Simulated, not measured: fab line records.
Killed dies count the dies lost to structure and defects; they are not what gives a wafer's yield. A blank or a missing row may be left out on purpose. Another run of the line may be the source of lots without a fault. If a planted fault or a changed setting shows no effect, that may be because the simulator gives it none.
Which tool did it? || flow nand_harc || 11 lots with 33 wafers sampled at 6 steps, on a route of 1159 steps

## WHAT THE GAUGES SHOWED, per wafer
NHARC_A_CHANNEL_HOLE_D1_INSPECT_12.
{"lot": "L340", "measured": "day 9 12:17", "on": "defect_inspect-01", "raw_defect_count": "4 9 11"}
{"lot": "L342", "measured": "day 9 19:55", "on": "defect_inspect-01", "raw_defect_count": "9 4 6"}
{"lot": "L343", "measured": "day 10 09:10", "on": "defect_inspect-02", "raw_defect_count": "9 3 5"}
{"lot": "L344", "measured": "day 10 22:02", "on": "defect_inspect-02", "raw_defect_count": "7 6 9"}
{"lot": "L345", "measured": "day 11 00:01", "on": "defect_inspect-01", "raw_defect_count": "6 2 4"}
{"lot": "L346", "measured": "day 11 13:32", "on": "defect_inspect-02", "raw_defect_count": "7 4 3"}
{"lot": "L349", "measured": "day 11 20:04", "on": "defect_inspect-01", "raw_defect_count": "4 6 4"}
{"lot": "L355", "measured": "day 13 07:51", "on": "defect_inspect-02", "raw_defect_count": "6 5 5"}
{"lot": "L356", "measured": "day 13 08:38", "on": "defect_inspect-01", "raw_defect_count": "4 4 2"}
{"lot": "L358", "measured": "day 13 20:50", "on": "defect_inspect-01", "raw_defect_count": "4 6 6"}
{"lot": "L357", "measured": "day 13 21:40", "on": "defect_inspect-01", "raw_defect_count": "10 6 6"}

NHARC_A_CHANNEL_HOLE_D1_CD_MEAS_30.
{"lot": "L340", "measured": "day 9 19:01", "on": "cd_sem-01", "cd_nm (nm)": "92.6 92.7 89.5"}
{"lot": "L342", "measured": "day 10 02:43", "on": "cd_sem-01", "cd_nm (nm)": "91.6 89.4 91.0"}
{"lot": "L343", "measured": "day 10 16:06", "on": "cd_sem-03", "cd_nm (nm)": "89.9 91.3 90.2"}
{"lot": "L344", "measured": "day 11 04:51", "on": "cd_sem-02", "cd_nm (nm)": "91.6 91.2 91.5"}
{"lot": "L345", "measured": "day 11 07:16", "on": "cd_sem-01", "cd_nm (nm)": "2.3 -0.3 1.1 2.2 0.0 0.9"}
{"lot": "L346", "measured": "day 11 20:18", "on": "cd_sem-01", "cd_nm (nm)": "1.5 1.8 -0.4 1.3 1.8 -0.7"}
{"lot": "L349", "measured": "day 12 02:49", "on": "cd_sem-01", "cd_nm (nm)": "0.9 1.8 0.3 0.7 1.7 0.8"}
{"lot": "L355", "measured": "day 13 14:38", "on": "cd_sem-02", "cd_nm (nm)": "92.2 91.4 91.2"}
{"lot": "L356", "measured": "day 13 18:13", "on": "cd_sem-01", "cd_nm (nm)": "87.6 86.6 92.1"}
{"lot": "L358", "measured": "day 14 04:28", "on": "cd_sem-01", "cd_nm (nm)": "94.1 91.6 91.1"}
{"lot": "L357", "measured": "day 14 08:37", "on": "cd_sem-01", "cd_nm (nm)": "89.7 88.5 90.5"}

NHARC_END_SORT_01.
{"lot": "L340", "measured": "day 20 18:55", "on": "prober-02", "defect_limited_yield (%)": "95.1 95.7 96.5", "killed_at_array": "30 26 23", "killed_at_other": "0 0 0", "killed_at_periphery": "3 3 1", "killed_dies": "33 29 24", "killed_open": "0 2 1", "killed_short": "6 2 0", "sort_bin_2_pct (%)": "2.1 1.3 1.2", "sort_bin_3_pct (%)": "0.15 0.15 0", "sort_bin_4_pct (%)": "2.7 2.8 2.4", "sort_n_pass": "644 648 653", "sort_rim_yield_pct (%)": "94.3 90.6 94.3", "sort_yield_pct (%)": "95.1 95.7 96.5"}
{"lot": "L342", "measured": "day 21 01:56", "on": "prober-02", "defect_limited_yield (%)": "94.7 95.1 93.9", "killed_at_array": "33 33 37", "killed_at_other": "0 0 0", "killed_at_periphery": "3 0 4", "killed_dies": "36 33 41", "killed_open": "3 3 4", "killed_short": "1 1 0", "sort_bin_2_pct (%)": "2.1 1.6 2.5", "sort_bin_3_pct (%)": "0.30 0.15 0.74", "sort_bin_4_pct (%)": "3.0 3.1 2.8", "sort_n_pass": "641 644 636", "sort_rim_yield_pct (%)": "92.5 94.3 92.5", "sort_yield_pct (%)": "94.7 95.1 93.9"}
{"lot": "L343", "measured": "day 21 22:35", "on": "prober-02", "defect_limited_yield (%)": "95.1 95.0 95.3", "killed_at_array": "31 32 28", "killed_at_other": "2 2 1", "killed_at_periphery": "0 0 3", "killed_dies": "33 34 32", "killed_open": "4 3 3", "killed_short": "1 0 1", "sort_bin_2_pct (%)": "1.3 1.0 1.8", "sort_bin_3_pct (%)": "0.44 0.15 0.30", "sort_bin_4_pct (%)": "3.1 3.8 2.7", "sort_n_pass": "644 643 645", "sort_rim_yield_pct (%)": "97.2 95.3 94.3", "sort_yield_pct (%)": "95.1 95.0 95.3"}
{"lot": "L344", "measured": "day 22 12:01", "on": "prober-02", "defect_limited_yield (%)": "93.6 94.2 95.0", "killed_at_array": "40 35 32", "killed_at_other": "0 0 0", "killed_at_periphery": "3 4 2", "killed_dies": "43 39 34", "killed_open": "8 4 2", "killed_short": "1 1 3", "sort_bin_2_pct (%)": "2.7 2.1 1.5", "sort_bin_3_pct (%)": "0.15 0.30 0.44", "sort_bin_4_pct (%)": "3.5 3.4 3.1", "sort_n_pass": "634 638 643", "sort_rim_yield_pct (%)": "95.3 92.5 97.2", "sort_yield_pct (%)": "93.6 94.2 95.0"}
{"lot": "L355", "measured": "day 24 22:11", "on": "prober-01", "defect_limited_yield (%)": "95.4 97.2 95.1", "killed_at_array": "29 15 28", "killed_at_other": "1 1 0", "killed_at_periphery": "1 3 5", "killed_dies": "31 19 33", "killed_open": "4 3 1", "killed_short": "4 1 1", "sort_bin_2_pct (%)": "1.6 0.7 1.5", "sort_bin_3_pct (%)": "0.15 0.15 0.15", "sort_bin_4_pct (%)": "2.8 1.9 3.2", "sort_n_pass": "646 658 644", "sort_rim_yield_pct (%)": "97.2 99.1 97.2", "sort_yield_pct (%)": "95.4 97.2 95.1"}
{"lot": "L356", "measured": "day 24 23:18", "on": "prober-02", "defect_limited_yield (%)": "92.3 93.8 92.2", "killed_at_array": "50 41 49", "killed_at_other": "0 0 1", "killed_at_periphery": "2 1 3", "killed_dies": "52 42 53", "killed_open": "1 1 5", "killed_short": "0 2 2", "sort_bin_2_pct (%)": "2.7 1.8 3.0", "sort_bin_3_pct (%)": "0.30 0.44 0.30", "sort_bin_4_pct (%)": "4.7 4.0 4.6", "sort_n_pass": "625 635 624", "sort_rim_yield_pct (%)": "89.6 90.6 93.4", "sort_yield_pct (%)": "92.3 93.8 92.2"}
{"lot": "L358", "measured": "day 25 06:50", "on": "prober-01", "defect_limited_yield (%)": "96.9 96.2 97.6", "killed_at_array": "18 21 13", "killed_at_other": "0 0 1", "killed_at_periphery": "3 5 2", "killed_dies": "21 26 16", "killed_open": "4 5 3", "killed_short": "4 2 1", "sort_bin_2_pct (%)": "1.2 1.2 0.9", "sort_bin_3_pct (%)": "0.30 0.30 0.15", "sort_bin_4_pct (%)": "1.6 2.4 1.3", "sort_n_pass": "656 651 661", "sort_rim_yield_pct (%)": "97.2 99.1 99.1", "sort_yield_pct (%)": "96.9 96.2 97.6"}
{"lot": "L357", "measured": "day 25 15:50", "on": "prober-02", "defect_limited_yield (%)": "94.7 94.1 93.9", "killed_at_array": "33 40 40", "killed_at_other": "0 0 1", "killed_at_periphery": "3 0 0", "killed_dies": "36 40 41", "killed_open": "3 2 1", "killed_short": "2 2 2", "sort_bin_2_pct (%)": "1.5 1.3 2.1", "sort_bin_3_pct (%)": "0.30 0.15 0.44", "sort_bin_4_pct (%)": "3.5 4.4 3.5", "sort_n_pass": "641 637 636", "sort_rim_yield_pct (%)": "94.3 96.2 95.3", "sort_yield_pct (%)": "94.7 94.1 93.9"}

## TOOL THAT RAN EACH LOT (tool first, then ch and the chambers of the sampled wafers, then the start)
{"lot": "L340", "NHARC_A_CHANNEL_HOLE_D1_ETCH_38": "rie_diel-05 ch 0,1,3, day 9 12:26", "NHARC_A_CHANNEL_HOLE_D1_ETCH_22": "har_etch-01 ch 0,1, day 9 14:23", "NHARC_A_CHANNEL_HOLE_D1_ETCH_25": "har_etch-01 ch 0,1, day 9 16:25"}
{"lot": "L342", "NHARC_A_CHANNEL_HOLE_D1_ETCH_38": "rie_diel-05 ch 1,2,3, day 9 20:05", "NHARC_A_CHANNEL_HOLE_D1_ETCH_22": "har_etch-01 ch 0,1, day 9 22:09", "NHARC_A_CHANNEL_HOLE_D1_ETCH_25": "har_etch-01 ch 0,1, day 10 00:14"}
{"lot": "L343", "NHARC_A_CHANNEL_HOLE_D1_ETCH_38": "rie_diel-04 ch 0,1,2, day 10 09:19", "NHARC_A_CHANNEL_HOLE_D1_ETCH_22": "har_etch-01 ch 1, day 10 11:22", "NHARC_A_CHANNEL_HOLE_D1_ETCH_25": "har_etch-01 ch 1, day 10 13:28"}
{"lot": "L344", "NHARC_A_CHANNEL_HOLE_D1_ETCH_38": "rie_diel-04 ch 0,3, day 10 22:11", "NHARC_A_CHANNEL_HOLE_D1_ETCH_22": "har_etch-01 ch 0,1, day 11 00:15", "NHARC_A_CHANNEL_HOLE_D1_ETCH_25": "har_etch-01 ch 0,1, day 11 02:21"}
{"lot": "L345", "NHARC_A_CHANNEL_HOLE_D1_ETCH_38": "rie_diel-11 ch 1,2, day 11 00:10", "NHARC_A_CHANNEL_HOLE_D1_ETCH_22": "har_etch-02 ch 0,1, day 11 02:19", "NHARC_A_CHANNEL_HOLE_D1_ETCH_25": "har_etch-02 ch 0,1, day 11 04:26"}
{"lot": "L346", "NHARC_A_CHANNEL_HOLE_D1_ETCH_38": "rie_diel-11 ch 0,1,2, day 11 13:41", "NHARC_A_CHANNEL_HOLE_D1_ETCH_22": "har_etch-01 ch 0,1, day 11 15:38", "NHARC_A_CHANNEL_HOLE_D1_ETCH_25": "har_etch-01 ch 0,1, day 11 17:39"}
{"lot": "L349", "NHARC_A_CHANNEL_HOLE_D1_ETCH_38": "rie_diel-11 ch 1,2,3, day 11 20:13", "NHARC_A_CHANNEL_HOLE_D1_ETCH_22": "har_etch-02 ch 0, day 11 22:16", "NHARC_A_CHANNEL_HOLE_D1_ETCH_25": "har_etch-02 ch 0, day 12 00:20"}
{"lot": "L355", "NHARC_A_CHANNEL_HOLE_D1_ETCH_38": "rie_diel-05 ch 1,2,3, day 13 07:59", "NHARC_A_CHANNEL_HOLE_D1_ETCH_22": "har_etch-02 ch 0,1, day 13 09:58", "NHARC_A_CHANNEL_HOLE_D1_ETCH_25": "har_etch-02 ch 0,1, day 13 11:59"}
{"lot": "L356", "NHARC_A_CHANNEL_HOLE_D1_ETCH_38": "rie_diel-11 ch 0,2,3, day 13 08:49", "NHARC_A_CHANNEL_HOLE_D1_ETCH_22": "har_etch-01 ch 0,1, day 13 13:38", "NHARC_A_CHANNEL_HOLE_D1_ETCH_25": "har_etch-01 ch 0,1, day 13 15:44"}
{"lot": "L358", "NHARC_A_CHANNEL_HOLE_D1_ETCH_38": "rie_diel-04 ch 0,1,2, day 13 20:58", "NHARC_A_CHANNEL_HOLE_D1_ETCH_22": "har_etch-02 ch 0,1, day 13 23:54", "NHARC_A_CHANNEL_HOLE_D1_ETCH_25": "har_etch-02 ch 0,1, day 14 01:59"}
{"lot": "L357", "NHARC_A_CHANNEL_HOLE_D1_ETCH_38": "rie_diel-11 ch 1,2,3, day 13 21:49", "NHARC_A_CHANNEL_HOLE_D1_ETCH_22": "har_etch-02 ch 0,1, day 14 03:59", "NHARC_A_CHANNEL_HOLE_D1_ETCH_25": "har_etch-02 ch 0,1, day 14 05:59"}
- NHARC_A_CHANNEL_HOLE_D1_ETCH_38: etches the open film in CF4, target depth 39 nm, time 65 s.
- NHARC_A_CHANNEL_HOLE_D1_ETCH_22: etches the open film in C4F8/O2/Ar, time 666.7 s, target depth 1600 nm.
- NHARC_A_CHANNEL_HOLE_D1_ETCH_25: etches the open film in C4F8/O2/Ar, time 1040.2 s, target depth 1500 nm.

## WHAT THE TOOLS THEMSELVES READ (means of the sampled wafers that have a number; where no wafer has one, the mark that the record gives instead)
NHARC_A_CHANNEL_HOLE_D1_ETCH_38.
{"lot": "L340", "tool": "rie_diel-05", "bias_w (W)": 99.73, "cf4_flow_sccm (sccm)": 150.1, "drypump_motor_current_A (A)": 6.1, "oes_product_au (a.u.)": 1.003, "rf_vpp_V (V)": 151.6, "showerhead_plenum_p_Torr (Torr)": 1.73, "throttle_valve_pct (%)": 13.290}
{"lot": "L342", "tool": "rie_diel-05", "bias_w (W)": 100.10, "cf4_flow_sccm (sccm)": 150.3, "drypump_motor_current_A (A)": 5.8, "oes_product_au (a.u.)": 0.996, "rf_vpp_V (V)": 151.0, "showerhead_plenum_p_Torr (Torr)": 1.74, "throttle_valve_pct (%)": 13.284}
{"lot": "L343", "tool": "rie_diel-04", "bias_w (W)": 100.03, "cf4_flow_sccm (sccm)": 150.2, "drypump_motor_current_A (A)": 5.9, "oes_product_au (a.u.)": 1.002, "rf_vpp_V (V)": 152.4, "showerhead_plenum_p_Torr (Torr)": 1.80, "throttle_valve_pct (%)": 13.286}
{"lot": "L344", "tool": "rie_diel-04", "bias_w (W)": 100.14, "cf4_flow_sccm (sccm)": 149.9, "drypump_motor_current_A (A)": 5.8, "oes_product_au (a.u.)": 0.997, "rf_vpp_V (V)": 151.9, "showerhead_plenum_p_Torr (Torr)": 1.83, "throttle_valve_pct (%)": 13.282}
{"lot": "L345", "tool": "rie_diel-11", "bias_w (W)": 99.96, "cf4_flow_sccm (sccm)": 150.6, "drypump_motor_current_A (A)": 5.8, "oes_product_au (a.u.)": 0.997, "rf_vpp_V (V)": 150.0, "showerhead_plenum_p_Torr (Torr)": 1.71, "throttle_valve_pct (%)": 13.287}
{"lot": "L346", "tool": "rie_diel-11", "bias_w (W)": 100.12, "cf4_flow_sccm (sccm)": 149.7, "drypump_motor_current_A (A)": 5.8, "oes_product_au (a.u.)": 0.988, "rf_vpp_V (V)": 150.9, "showerhead_plenum_p_Torr (Torr)": 1.73, "throttle_valve_pct (%)": 13.281}
{"lot": "L349", "tool": "rie_diel-11", "bias_w (W)": 100.04, "cf4_flow_sccm (sccm)": 150.1, "drypump_motor_current_A (A)": 5.9, "oes_product_au (a.u.)": 0.998, "rf_vpp_V (V)": 151.0, "showerhead_plenum_p_Torr (Torr)": 1.73, "throttle_valve_pct (%)": 13.289}
{"lot": "L355", "tool": "rie_diel-05", "bias_w (W)": 99.88, "cf4_flow_sccm (sccm)": 149.9, "drypump_motor_current_A (A)": 5.8, "oes_product_au (a.u.)": 1.010, "rf_vpp_V (V)": 152.0, "showerhead_plenum_p_Torr (Torr)": 1.73, "throttle_valve_pct (%)": 13.281}
{"lot": "L356", "tool": "rie_diel-11", "bias_w (W)": 100.12, "cf4_flow_sccm (sccm)": 150.5, "drypump_motor_current_A (A)": 5.9, "oes_product_au (a.u.)": 0.985, "rf_vpp_V (V)": 151.6, "showerhead_plenum_p_Torr (Torr)": 1.75, "throttle_valve_pct (%)": 13.283}
{"lot": "L358", "tool": "rie_diel-04", "bias_w (W)": 100.22, "cf4_flow_sccm (sccm)": 150.5, "drypump_motor_current_A (A)": 5.9, "oes_product_au (a.u.)": 1.005, "rf_vpp_V (V)": 151.5, "showerhead_plenum_p_Torr (Torr)": 1.80, "throttle_valve_pct (%)": 13.295}
{"lot": "L357", "tool": "rie_diel-11", "bias_w (W)": 99.95, "cf4_flow_sccm (sccm)": 149.9, "drypump_motor_current_A (A)": 5.9, "oes_product_au (a.u.)": 0.992, "rf_vpp_V (V)": 150.4, "showerhead_plenum_p_Torr (Torr)": 1.73, "throttle_valve_pct (%)": 13.276}

NHARC_A_CHANNEL_HOLE_D1_ETCH_22.
{"lot": "L340", "tool": "har_etch-01", "c4f8_flow_sccm (sccm)": 89.21, "chamber_pressure_mTorr (mTorr)": 19.988, "drypump_motor_current_A (A)": 5.8, "showerhead_plenum_p_Torr (Torr)": 3.82, "throttle_valve_pct (%)": 32.156}
{"lot": "L342", "tool": "har_etch-01", "c4f8_flow_sccm (sccm)": 89.23, "chamber_pressure_mTorr (mTorr)": 20.017, "drypump_motor_current_A (A)": 5.8, "showerhead_plenum_p_Torr (Torr)": 3.82, "throttle_valve_pct (%)": 32.153}
{"lot": "L343", "tool": "har_etch-01", "c4f8_flow_sccm (sccm)": 88.90, "chamber_pressure_mTorr (mTorr)": 19.996, "drypump_motor_current_A (A)": 5.7, "showerhead_plenum_p_Torr (Torr)": 3.81, "throttle_valve_pct (%)": 32.160}
{"lot": "L344", "tool": "har_etch-01", "c4f8_flow_sccm (sccm)": 89.22, "chamber_pressure_mTorr (mTorr)": 19.992, "drypump_motor_current_A (A)": 5.9, "showerhead_plenum_p_Torr (Torr)": 3.81, "throttle_valve_pct (%)": 32.155}
{"lot": "L345", "tool": "har_etch-02", "c4f8_flow_sccm (sccm)": 89.15, "chamber_pressure_mTorr (mTorr)": 19.989, "drypump_motor_current_A (A)": 6.5, "showerhead_plenum_p_Torr (Torr)": 3.74, "throttle_valve_pct (%)": 32.151}
{"lot": "L346", "tool": "har_etch-01", "c4f8_flow_sccm (sccm)": 89.18, "chamber_pressure_mTorr (mTorr)": 19.999, "drypump_motor_current_A (A)": 5.8, "showerhead_plenum_p_Torr (Torr)": 3.81, "throttle_valve_pct (%)": 32.159}
{"lot": "L349", "tool": "har_etch-02", "c4f8_flow_sccm (sccm)": 89.33, "chamber_pressure_mTorr (mTorr)": 19.998, "drypump_motor_current_A (A)": 6.2, "showerhead_plenum_p_Torr (Torr)": 3.49, "throttle_valve_pct (%)": 32.156}
{"lot": "L355", "tool": "har_etch-02", "c4f8_flow_sccm (sccm)": 89.19, "chamber_pressure_mTorr (mTorr)": 19.985, "drypump_motor_current_A (A)": 6.3, "showerhead_plenum_p_Torr (Torr)": 3.60, "throttle_valve_pct (%)": 32.157}
{"lot": "L356", "tool": "har_etch-01", "c4f8_flow_sccm (sccm)": 89.52, "chamber_pressure_mTorr (mTorr)": 19.992, "drypump_motor_current_A (A)": 5.8, "showerhead_plenum_p_Torr (Torr)": 3.79, "throttle_valve_pct (%)": 32.154}
{"lot": "L358", "tool": "har_etch-02", "c4f8_flow_sccm (sccm)": 89.59, "chamber_pressure_mTorr (mTorr)": 19.979, "drypump_motor_current_A (A)": 6.3, "showerhead_plenum_p_Torr (Torr)": 3.60, "throttle_valve_pct (%)": 32.157}
{"lot": "L357", "tool": "har_etch-02", "c4f8_flow_sccm (sccm)": 89.25, "chamber_pressure_mTorr (mTorr)": 20.006, "drypump_motor_current_A (A)": 6.5, "showerhead_plenum_p_Torr (Torr)": 3.72, "throttle_valve_pct (%)": 32.151}

NHARC_A_CHANNEL_HOLE_D1_ETCH_25.
{"lot": "L340", "tool": "har_etch-01", "c4f8_flow_sccm (sccm)": 94.06, "chamber_pressure_mTorr (mTorr)": 20.013, "drypump_motor_current_A (A)": 5.8, "showerhead_plenum_p_Torr (Torr)": 3.81, "throttle_valve_pct (%)": 32.233}
{"lot": "L342", "tool": "har_etch-01", "c4f8_flow_sccm (sccm)": 93.70, "chamber_pressure_mTorr (mTorr)": 20.008, "drypump_motor_current_A (A)": 5.8, "showerhead_plenum_p_Torr (Torr)": 3.81, "throttle_valve_pct (%)": 32.235}
{"lot": "L343", "tool": "har_etch-01", "c4f8_flow_sccm (sccm)": 94.23, "chamber_pressure_mTorr (mTorr)": 19.991, "drypump_motor_current_A (A)": 5.7, "showerhead_plenum_p_Torr (Torr)": 3.81, "throttle_valve_pct (%)": 32.236}
{"lot": "L344", "tool": "har_etch-01", "c4f8_flow_sccm (sccm)": 94.07, "chamber_pressure_mTorr (mTorr)": 19.996, "drypump_motor_current_A (A)": 5.9, "showerhead_plenum_p_Torr (Torr)": 3.81, "throttle_valve_pct (%)": 32.241}
{"lot": "L345", "tool": "har_etch-02", "c4f8_flow_sccm (sccm)": "-", "chamber_pressure_mTorr (mTorr)": "-", "drypump_motor_current_A (A)": "-", "showerhead_plenum_p_Torr (Torr)": "-", "throttle_valve_pct (%)": "-"}
{"lot": "L346", "tool": "har_etch-01", "c4f8_flow_sccm (sccm)": "-", "chamber_pressure_mTorr (mTorr)": "-", "drypump_motor_current_A (A)": "-", "showerhead_plenum_p_Torr (Torr)": "-", "throttle_valve_pct (%)": "-"}
{"lot": "L349", "tool": "har_etch-02", "c4f8_flow_sccm (sccm)": "-", "chamber_pressure_mTorr (mTorr)": "-", "drypump_motor_current_A (A)": "-", "showerhead_plenum_p_Torr (Torr)": "-", "throttle_valve_pct (%)": "-"}
{"lot": "L355", "tool": "har_etch-02", "c4f8_flow_sccm (sccm)": 93.45, "chamber_pressure_mTorr (mTorr)": 20.006, "drypump_motor_current_A (A)": 6.3, "showerhead_plenum_p_Torr (Torr)": 3.60, "throttle_valve_pct (%)": 32.244}
{"lot": "L356", "tool": "har_etch-01", "c4f8_flow_sccm (sccm)": 93.80, "chamber_pressure_mTorr (mTorr)": 20.016, "drypump_motor_current_A (A)": 5.8, "showerhead_plenum_p_Torr (Torr)": 3.79, "throttle_valve_pct (%)": 32.226}
{"lot": "L358", "tool": "har_etch-02", "c4f8_flow_sccm (sccm)": 94.09, "chamber_pressure_mTorr (mTorr)": 19.999, "drypump_motor_current_A (A)": 6.3, "showerhead_plenum_p_Torr (Torr)": 3.59, "throttle_valve_pct (%)": 32.242}
{"lot": "L357", "tool": "har_etch-02", "c4f8_flow_sccm (sccm)": 93.96, "chamber_pressure_mTorr (mTorr)": 20.019, "drypump_motor_current_A (A)": 6.4, "showerhead_plenum_p_Torr (Torr)": 3.71, "throttle_valve_pct (%)": 32.230}

## THE ANSWER, worked out from the rows above alone
Rule: the usual values come from the lots themselves. The widest of any qualifying gaps counts: lots, ordered by their means at a reading, are off when they make up no more than a third of the lots, leave a main group of 4 or more, and stand apart from it by 3 or more times the standard deviation of that group's means. A main group whose means are all the same, to the digits that the tables above print for the reading, isn't used. Also off: a lot with no number at a reading for which 4 or more lots have one. The other lots that the step has rows for count as sound. After the gauges, taken in route order, come the tools' own readings; for these a lot's mean is taken, as printed above. The first step at which some lot is off is used, and at that step the reading that is off furthest; a lot without a number counts as furthest.
Off: L345, L346, L349, at NHARC_A_CHANNEL_HOLE_D1_CD_MEAS_30 (cd_nm). The main group has a mean of 90.8 nm with a standard deviation of 1.1.
A tool fits if, at a process step before that reading, it ran every lot that is off, and no sound lot after the first of them. Not tried: the gauges at NHARC_A_CHANNEL_HOLE_D1_CD_MEAS_30; whatever is off there is also off at NHARC_A_CHANNEL_HOLE_D1_ETCH_25, on other tools, and gauge error can't account for it. None of those tried fits.

## WHAT THE SIMULATOR PUT IN
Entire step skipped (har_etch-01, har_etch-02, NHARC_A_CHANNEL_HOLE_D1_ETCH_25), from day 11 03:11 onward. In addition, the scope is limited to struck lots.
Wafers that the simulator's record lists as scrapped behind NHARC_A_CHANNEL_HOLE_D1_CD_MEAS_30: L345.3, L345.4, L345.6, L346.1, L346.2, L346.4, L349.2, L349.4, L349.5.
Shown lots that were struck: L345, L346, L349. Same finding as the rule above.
